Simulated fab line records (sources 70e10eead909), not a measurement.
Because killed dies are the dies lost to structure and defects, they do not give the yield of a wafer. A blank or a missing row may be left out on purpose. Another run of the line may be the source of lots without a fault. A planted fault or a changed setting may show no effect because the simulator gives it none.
A struck lot beside a sound one / flow nand-harc / 24 out of 1159 route steps
Sound: the wafers L153.1, L153.3, L153.6. Struck: wafer L156.4 (L156.1, L156.5, from the same lot, were not struck and are left out); the cause is given at the end.
Each step with rows lists, per side, the tool, then ch with its chambers, then its first start. Under that, the readings that differ: sound wafers / struck wafers / difference of the means / sigmas: that difference in standard deviations of wafers without a fault.
alike: a reading whose means differ by less than 2 such deviations, as well as words and numbers matching on both sides. not compared: withheld readings; readings where some wafer has no value; bounds like >300 that might hide an equal value; numbers whose values overlap and for which the record gives no deviation.
The two part at a step that has a row with sigmas, a row that says differs or no value, or rows on one side only. Numbers that don't overlap but have no deviation are shown without sigmas and don't part them. A reading that every wafer of one side lacks parts them only if that side has two wafers or more.

NHARC_P_CONTACT_DEP_00: deposits SiO2, target thk 500 nm.
  sound on pecvd-02 ch 0,2; struck on pecvd-02 ch 2
  alike: chamber-pressure-Torr, heater-power-w, throttle-valve-pct
NHARC_P_CONTACT_CMP_01: polishes SiO2, target thk 200 nm.
  sound on cmp-03 ch 1,2, day 6 03:18; struck on cmp-02 ch 2, day 6 21:00
  alike: motor-current-A
then, 9 steps without rows for these wafers: NHARC_P_CONTACT_SRD_03; NHARC_P_CONTACT_DEHYDRATE_04 (time 120 s); NHARC_P_CONTACT_HMDS_05 (time 30 s); NHARC_P_CONTACT_COAT_33 (time 75 s); NHARC_P_CONTACT_COAT_34 (time 65 s); NHARC_P_CONTACT_COAT_06 (resist thk 90 nm); NHARC_P_CONTACT_SOFTBAKE_07 (time 55 s); NHARC_P_CONTACT_EBR_08; NHARC_P_CONTACT_EXPOSE_09 (exposes mask P CA, target cd 90 nm).
NHARC_P_CONTACT_PEB_10: peb time 65 s.
  sound on litho-track-06 ch 0, day 6 04:03; struck on litho-track-01 ch 0, day 6 21:45
  alike: exhaust-pa, plate-temp-C
then, 1 step without rows for these wafers: NHARC_P_CONTACT_DEVELOP_11 (develop time 35 s).
NHARC_P_CONTACT_CD_MEAS_12 targets a cd of 90 nm.
  sound on cd-sem-01 ch 0, day 6 04:08; struck on cd-sem-03 ch 0, day 6 21:50
reading=cd-nm (nm); sound=89.5 89.7 89.5; struck=105.4; difference=+15.8; sigmas=+22
NHARC_P_CONTACT_OVL_MEAS_13:
  sound on overlay-01 at day 6 04:13; struck on overlay-01 at day 6 21:56
  alike: overlay-x-nm, overlay-y-nm
NHARC_P_CONTACT_INSPECT_14:
  sound on defect-inspect-01 at day 6 04:15; struck on defect-inspect-02 at day 6 21:58
  alike: raw-defect-count
NHARC_P_CONTACT_DESCUM_17: chemistry O2, time 3 s.
  sound on rie-diel-05 ch 2,3, day 6 04:19; struck on rie-diel-02 ch 3, day 6 22:02
reading=oes-product-au (a.u.); sound=1.019 0.988 0.996; struck=0.978; difference=-0.023; sigmas=-2
reading=throttle-valve-pct (%); sound=11.324 11.285 11.306; struck=11.325; difference=+0.020; sigmas=+2
reading=model.P_CONTACT.cd-nm (nm); sound=90.09 89.47 89.62; struck=105; difference=+15; sigmas=
  alike: drypump-motor-current-A, rf-vpp-V, showerhead-plenum-p-Torr
  not compared: rf-hours-counter-h
NHARC_P_CONTACT_ETCH_35: etches the open film in CF4, target depth 39 nm, time 65 s.
  sound on rie-diel-05 ch 1,3, day 6 04:24; struck on rie-diel-02 ch 3, day 6 22:07
  alike: bias-w, drypump-motor-current-A, oes-product-au, rf-vpp-V, showerhead-plenum-p-Torr, throttle-valve-pct
  not compared: rf-hours-counter-h
NHARC_P_CONTACT_ETCH_36: etches the open film in N2/H2, target depth 260 nm, time 406.25 s.
  sound on rie-diel-05 ch 1,2,3; struck on rie-diel-02 ch 2
reading=rf-vpp-V (V); sound=425.7 427.9 432.0; struck=434.5; difference=+6.0; sigmas=+2
reading=showerhead-plenum-p-Torr (Torr); sound=1.91 1.96 2.03; struck=2.17; difference=+0.20; sigmas=+2
  alike: bias-w, drypump-motor-current-A, n2-flow-sccm, oes-product-au, throttle-valve-pct
  not compared: rf-hours-counter-h
then, 2 steps without rows for these wafers: NHARC_P_CONTACT_ETCH_18 (etches the open film in C4F8/O2/Ar, target depth 481 nm, time 240.5 s); NHARC_P_CONTACT_STRIP_37 (strips in C4F8/O2/Ar).
NHARC_P_CONTACT_ETCH_31: etches the open film in CH3F/O2, target depth 30 nm, time 85.7 s.
  sound on rie-diel-05 ch 2,3; struck on rie-diel-02 ch 3
reading=model.P_CONTACT.cd-nm (nm); sound=87.56 89.98 90.58; struck=105.2; difference=+15.8; sigmas=
  alike: bias-w, ch3f-flow-sccm, drypump-motor-current-A, oes-product-au, rf-vpp-V, showerhead-plenum-p-Torr, throttle-valve-pct
  not compared: rf-hours-counter-h
NHARC_P_CONTACT_CD_MEAS_19:
  sound on cd-sem-02 at day 6 05:11; struck on cd-sem-01 at day 6 22:54
reading=cd-nm (nm); sound=87.5 89.6 90.6; struck=105.3; difference=+16.1; sigmas=+7
NHARC_P_CONTACT_STRIP_28: strips in O2.
  sound on rie-diel-05 ch 0,2,3, day 6 05:16; struck on rie-diel-08 ch 3, day 6 22:59
reading=showerhead-plenum-p-Torr (Torr); sound=3.40 3.33 3.52; struck=3.69; difference=+0.27; sigmas=+2
  alike: drypump-motor-current-A, oes-product-au, rf-vpp-V, throttle-valve-pct
  not compared: rf-hours-counter-h

WHERE THEY PART
At NHARC_P_CONTACT_CD_MEAS_12 first; at NHARC_P_CONTACT_STRIP_28 last (within this record only).

WHY: what the simulator had put in
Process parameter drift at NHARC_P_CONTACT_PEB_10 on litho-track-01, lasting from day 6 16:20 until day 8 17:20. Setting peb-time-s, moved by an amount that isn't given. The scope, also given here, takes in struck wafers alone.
